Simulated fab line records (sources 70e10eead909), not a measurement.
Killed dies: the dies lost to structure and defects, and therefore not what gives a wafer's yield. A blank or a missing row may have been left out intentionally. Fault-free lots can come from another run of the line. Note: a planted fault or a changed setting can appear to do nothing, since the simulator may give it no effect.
Matching of chambers :: flow nand_harc :: rie_diel-07 running NHARC_P_M2_STRIP_18: 4 sister chambers
The step strips in N2/H2. 33 wafers are shown with their chamber, then 12 later ones without.

== WAFERS, EACH WITH ITS CHAMBER ==
wafer: L075.1
chamber: 1
showerhead_plenum_p_Torr (Torr): 2.09
drypump_motor_current_A (A): 5.3
oes_product_au (a.u.): 1.004

wafer: L075.2
chamber: 0
showerhead_plenum_p_Torr (Torr): 2.11
drypump_motor_current_A (A): 5.0
oes_product_au (a.u.): 1.000

wafer: L075.5
chamber: 3
showerhead_plenum_p_Torr (Torr): 2.19
drypump_motor_current_A (A): 6.3
oes_product_au (a.u.): 0.999

wafer: L077.1
chamber: 0
showerhead_plenum_p_Torr (Torr): 2.11
drypump_motor_current_A (A): 5.0
oes_product_au (a.u.): 0.999

wafer: L077.4
chamber: 1
showerhead_plenum_p_Torr (Torr): 2.09
drypump_motor_current_A (A): 5.3
oes_product_au (a.u.): 0.991

wafer: L077.6
chamber: 1
showerhead_plenum_p_Torr (Torr): 2.09
drypump_motor_current_A (A): 5.3
oes_product_au (a.u.): 0.996

wafer: L076.1
chamber: 0
showerhead_plenum_p_Torr (Torr): 2.11
drypump_motor_current_A (A): 5.0
oes_product_au (a.u.): 0.993

wafer: L076.2
chamber: 1
showerhead_plenum_p_Torr (Torr): 2.09
drypump_motor_current_A (A): 5.3
oes_product_au (a.u.): 0.988

wafer: L076.6
chamber: 2
showerhead_plenum_p_Torr (Torr): 2.15
drypump_motor_current_A (A): 5.2
oes_product_au (a.u.): 0.986

wafer: L074.1
chamber: 0
showerhead_plenum_p_Torr (Torr): 2.11
drypump_motor_current_A (A): 5.0
oes_product_au (a.u.): 1.001

wafer: L074.5
chamber: 1
showerhead_plenum_p_Torr (Torr): 2.09
drypump_motor_current_A (A): 5.3
oes_product_au (a.u.): 1.001

wafer: L074.6
chamber: 2
showerhead_plenum_p_Torr (Torr): 2.15
drypump_motor_current_A (A): 5.2
oes_product_au (a.u.): 0.986

wafer: L081.2
chamber: 3
showerhead_plenum_p_Torr (Torr): 2.18
drypump_motor_current_A (A): 6.3
oes_product_au (a.u.): 1.001

wafer: L081.3
chamber: 2
showerhead_plenum_p_Torr (Torr): 2.15
drypump_motor_current_A (A): 5.2
oes_product_au (a.u.): 0.982

wafer: L081.6
chamber: 2
showerhead_plenum_p_Torr (Torr): 2.15
drypump_motor_current_A (A): 5.2
oes_product_au (a.u.): 0.992

wafer: L082.1
chamber: 3
showerhead_plenum_p_Torr (Torr): 2.18
drypump_motor_current_A (A): 6.3
oes_product_au (a.u.): 1.014

wafer: L082.2
chamber: 1
showerhead_plenum_p_Torr (Torr): 2.09
drypump_motor_current_A (A): 5.3
oes_product_au (a.u.): 0.999

wafer: L082.5
chamber: 3
showerhead_plenum_p_Torr (Torr): 2.18
drypump_motor_current_A (A): 6.3
oes_product_au (a.u.): 1.003

wafer: L083.2
chamber: 3
showerhead_plenum_p_Torr (Torr): 2.18
drypump_motor_current_A (A): 6.3
oes_product_au (a.u.): 0.999

wafer: L083.3
chamber: 0
showerhead_plenum_p_Torr (Torr): 2.11
drypump_motor_current_A (A): 4.9
oes_product_au (a.u.): 1.009

wafer: L083.5
chamber: 1
showerhead_plenum_p_Torr (Torr): 2.09
drypump_motor_current_A (A): 5.3
oes_product_au (a.u.): 1.011

wafer: L086.1
chamber: 0
showerhead_plenum_p_Torr (Torr): 2.11
drypump_motor_current_A (A): 5.0
oes_product_au (a.u.): 1.002

wafer: L086.3
chamber: 2
showerhead_plenum_p_Torr (Torr): 2.15
drypump_motor_current_A (A): 5.3
oes_product_au (a.u.): 0.983

wafer: L086.5
chamber: 1
showerhead_plenum_p_Torr (Torr): 2.09
drypump_motor_current_A (A): 5.3
oes_product_au (a.u.): 0.988

wafer: L085.1
chamber: 2
showerhead_plenum_p_Torr (Torr): 2.15
drypump_motor_current_A (A): 5.2
oes_product_au (a.u.): 0.988

wafer: L085.2
chamber: 3
showerhead_plenum_p_Torr (Torr): 2.18
drypump_motor_current_A (A): 6.3
oes_product_au (a.u.): 1.003

wafer: L085.6
chamber: 2
showerhead_plenum_p_Torr (Torr): 2.15
drypump_motor_current_A (A): 5.2
oes_product_au (a.u.): 0.973

wafer: L087.1
chamber: 2
showerhead_plenum_p_Torr (Torr): 2.15
drypump_motor_current_A (A): 5.2
oes_product_au (a.u.): 0.982

wafer: L087.2
chamber: 0
showerhead_plenum_p_Torr (Torr): 2.11
drypump_motor_current_A (A): 4.9
oes_product_au (a.u.): 1.002

wafer: L087.6
chamber: 0
showerhead_plenum_p_Torr (Torr): 2.11
drypump_motor_current_A (A): 5.0
oes_product_au (a.u.): 1.000

wafer: L089.2
chamber: 3
showerhead_plenum_p_Torr (Torr): 2.18
drypump_motor_current_A (A): 6.3
oes_product_au (a.u.): 0.993

wafer: L089.4
chamber: 2
showerhead_plenum_p_Torr (Torr): 2.15
drypump_motor_current_A (A): 5.3
oes_product_au (a.u.): 0.976

wafer: L089.5
chamber: 3
showerhead_plenum_p_Torr (Torr): 2.18
drypump_motor_current_A (A): 6.2
oes_product_au (a.u.): 1.004

SIGNATURES (means of the wafers above)
reading: showerhead_plenum_p_Torr
chamber 0: 2.1100
chamber 1: 2.0900
chamber 2: 2.1500
chamber 3: 2.1813
scatter within a chamber: 0.00174

reading: drypump_motor_current_A
chamber 0: 4.975
chamber 1: 5.300
chamber 2: 5.222
chamber 3: 6.287
scatter within a chamber: 0.0368

reading: oes_product_au
chamber 0: 1.00075
chamber 1: 0.99725
chamber 2: 0.98311
chamber 3: 1.00200
scatter within a chamber: 0.00623
Rule: for a wafer and a chamber, the distance is found by dividing, reading by reading, the gap between the wafer's reading and the chamber's mean by the reading's scatter, squaring, summing and taking the root. The wafer belongs to the nearest chamber; if the next one is less than 2 further off, it can't be placed. The scatter: take each reading less its chamber's mean, square it, sum over the shown wafers, divide by the number of wafers less the number of chambers, and take the root.

== WAFERS WITHOUT THEIR CHAMBER ==
wafer: L090.1
showerhead_plenum_p_Torr (Torr): 2.09
drypump_motor_current_A (A): 5.3
oes_product_au (a.u.): 0.997

wafer: L090.2
showerhead_plenum_p_Torr (Torr): 2.18
drypump_motor_current_A (A): 6.3
oes_product_au (a.u.): 0.998

wafer: L090.6
showerhead_plenum_p_Torr (Torr): 2.15
drypump_motor_current_A (A): 5.2
oes_product_au (a.u.): 0.977

wafer: L094.1
showerhead_plenum_p_Torr (Torr): 2.15
drypump_motor_current_A (A): 5.3
oes_product_au (a.u.): 0.993

wafer: L094.3
showerhead_plenum_p_Torr (Torr): 2.09
drypump_motor_current_A (A): 5.3
oes_product_au (a.u.): 1.003

wafer: L094.6
showerhead_plenum_p_Torr (Torr): 2.18
drypump_motor_current_A (A): 6.2
oes_product_au (a.u.): 1.003

wafer: L095.2
showerhead_plenum_p_Torr (Torr): 2.18
drypump_motor_current_A (A): 6.2
oes_product_au (a.u.): 0.995

wafer: L095.4
showerhead_plenum_p_Torr (Torr): 2.11
drypump_motor_current_A (A): 5.0
oes_product_au (a.u.): 0.993

wafer: L095.5
showerhead_plenum_p_Torr (Torr): 2.09
drypump_motor_current_A (A): 5.3
oes_product_au (a.u.): 0.997

wafer: L097.1
showerhead_plenum_p_Torr (Torr): 2.11
drypump_motor_current_A (A): 5.0
oes_product_au (a.u.): 1.001

wafer: L097.2
showerhead_plenum_p_Torr (Torr): 2.18
drypump_motor_current_A (A): 6.3
oes_product_au (a.u.): 0.985

wafer: L097.6
showerhead_plenum_p_Torr (Torr): 2.11
drypump_motor_current_A (A): 4.9
oes_product_au (a.u.): 1.009

== WHICH CHAMBER EACH WENT THROUGH ==
wafer: L090.1
from the rows above: 1
in truth: 1

wafer: L090.2
from the rows above: 3
in truth: 3

wafer: L090.6
from the rows above: 2
in truth: 2

wafer: L094.1
from the rows above: 2
in truth: 2

wafer: L094.3
from the rows above: 1
in truth: 1

wafer: L094.6
from the rows above: 3
in truth: 3

wafer: L095.2
from the rows above: 3
in truth: 3

wafer: L095.4
from the rows above: 0
in truth: 0

wafer: L095.5
from the rows above: 1
in truth: 1

wafer: L097.1
from the rows above: 0
in truth: 0

wafer: L097.2
from the rows above: 3
in truth: 3

wafer: L097.6
from the rows above: 0
in truth: 0
Placed correctly: 12 of 12. Not placeable from these rows: 0. 0 placed wrongly.
